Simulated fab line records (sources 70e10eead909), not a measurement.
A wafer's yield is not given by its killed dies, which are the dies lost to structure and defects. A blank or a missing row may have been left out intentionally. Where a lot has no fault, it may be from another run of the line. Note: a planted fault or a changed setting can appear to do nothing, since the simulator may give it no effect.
Matching of chambers -- flow nand harc -- rie diel-07 running NHARC_A_CHANNEL_HOLE_D1_ETCH_44: 4 sister chambers
The step etches the open film in CF4/O2, target depth 140 nm, overetch 14 nm, time 77 s. 4 wafers are shown with their chamber, then 9 later ones without.

## WAFERS PAIRED WITH THEIR CHAMBERS
wafer,chamber,drypump motor current A (A)
L821.5,0,5.7
L821.6,1,5.9
L825.2,2,5.5
L825.6,3,6.2

## WAFERS WHOSE CHAMBER IS MISSING
wafer,drypump motor current A (A)
L826.1,5.5
L826.2,5.9
L826.4,6.2
L831.1,5.9
L831.2,5.7
L831.6,5.5
L832.1,5.8
L832.2,6.2
L832.3,6.0

## WHICH CHAMBER EACH WENT THROUGH
wafer,from the rows above,in truth
L826.1,2,2
L826.2,1,1
L826.4,3,3
L831.1,1,1
L831.2,0,0
L831.6,2,2
L832.1,can't be placed: 0 or 1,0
L832.2,3,3
L832.3,1,1
Correctly placed: 8 of 9. Not placeable from these rows: 1 (in 1, the candidates include the true chamber). Number placed wrongly: 0.
How it was worked out, from the rows above alone: a wafer's distance from a chamber is the root of the sum, over the readings, of the square of ((its reading less the chamber's mean) divided by the reading's scatter). If the next closest chamber is less than 2 further off than the closest, the wafer can't be placed; otherwise it belongs to the closest. A chamber's mean is the mean of its shown wafers. The scatter: with one shown wafer a chamber, the root of the mean of the squares of how far each hidden wafer lies from its nearest shown one.
